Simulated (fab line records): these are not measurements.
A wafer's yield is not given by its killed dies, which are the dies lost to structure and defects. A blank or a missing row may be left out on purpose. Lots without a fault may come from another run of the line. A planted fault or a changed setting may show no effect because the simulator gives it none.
A single fault, viewed from 2 desks + flow nand_harc + what lay behind the numbers comes last; until then each desk has only its own

== AT THE METROLOGY DESK ==
What the gauges read, lot by lot, whatever tool the lot ran on: means of the sampled wafers that have a number. Any lot whose mean is over 4 standard deviations away from the usual mean is out of limits and marked OUT; that distance is given in the brackets.
Columns: A = thk_nm at NHARC_A_ONON_D1_THK_MEAS_02, usual 999 nm; B = thk_nm at NHARC_A_ONON_D1_THK_MEAS_08, usual 999 nm
| lot  | first seen here | A              | B    |
|------|-----------------|----------------|------|
| L340 | day 7 20:16     | 998            | 983  |
| L341 | day 8 03:30     | 970            | 995  |
| L342 | day 8 12:44     | 1004           | 1000 |
| L346 | day 10 06:50    | 999            | 1014 |
| L347 | day 10 14:19    | 993            | 996  |
| L349 | day 11 05:46    | 1641 (+67) OUT | -    |
| L350 | day 12 02:47    | 1628 (+66) OUT | -    |
| L357 | day 14 17:55    | 1010           | 1008 |
| L358 | day 15 12:43    | 986            | 1001 |
| L359 | day 16 00:17    | 990            | 1008 |
| L361 | day 16 08:02    | 1008           | 994  |
| L363 | day 17 14:19    | 1000           | 985  |
This desk finds L349, L350 out of limits, L349 being first, at day 11 05:46 (thk_nm at NHARC_A_ONON_D1_THK_MEAS_02). In limits: L340, L341, L342, L346, L347, L357, L358, L359, L361, L363.

== FOR THE TOOL OWNER'S DESK: pecvd_onon-01 ==
The tool's own readings at NHARC_A_ONON_D1_DEP_00 (target thk 1000 nm): means of the sampled wafers that have a number, for each lot that ran on this tool. Any lot whose mean is over 4 standard deviations away from the usual mean is out of limits and marked OUT; that distance is given in the brackets.
Columns: A = susceptor_temp_C at NHARC_A_ONON_D1_DEP_00, usual 400.01 C
| lot  | first seen here | A      |
|------|-----------------|--------|
| L340 | day 7 19:46     | 400.09 |
| L341 | day 8 02:59     | 399.88 |
| L342 | day 8 12:17     | 400.03 |
| L346 | day 10 06:20    | 399.97 |
| L347 | day 10 13:49    | 399.96 |
| L349 | day 11 05:15    | 400.05 |
| L350 | day 12 02:20    | 399.79 |
| L357 | day 14 17:23    | 400.05 |
| L358 | day 15 12:12    | 399.92 |
| L363 | day 17 13:48    | 400.06 |
Result from this desk: across the 10 lots, nothing is out of limits.

== ALL TOGETHER ==
An alarm was possible from the metrology desk at day 11 05:46, on L349, L350.
Nothing out of limits was seen by the tool owner's desk.
On record at the tool owner's desk: L349, L350, within its limits.
All the named lots went through NHARC_A_ONON_D1_DEP_00 on pecvd_onon-01.

== WHAT HAD BEEN PUT IN BY THE SIMULATOR ==
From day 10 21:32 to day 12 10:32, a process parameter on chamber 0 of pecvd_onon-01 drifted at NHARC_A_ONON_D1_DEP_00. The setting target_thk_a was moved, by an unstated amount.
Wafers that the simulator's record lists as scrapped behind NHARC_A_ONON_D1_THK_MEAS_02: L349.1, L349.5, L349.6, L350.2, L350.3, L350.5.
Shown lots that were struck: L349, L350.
Per desk, hours elapsed from the start of the fault to the first reading out of limits: for the metrology desk, 8.
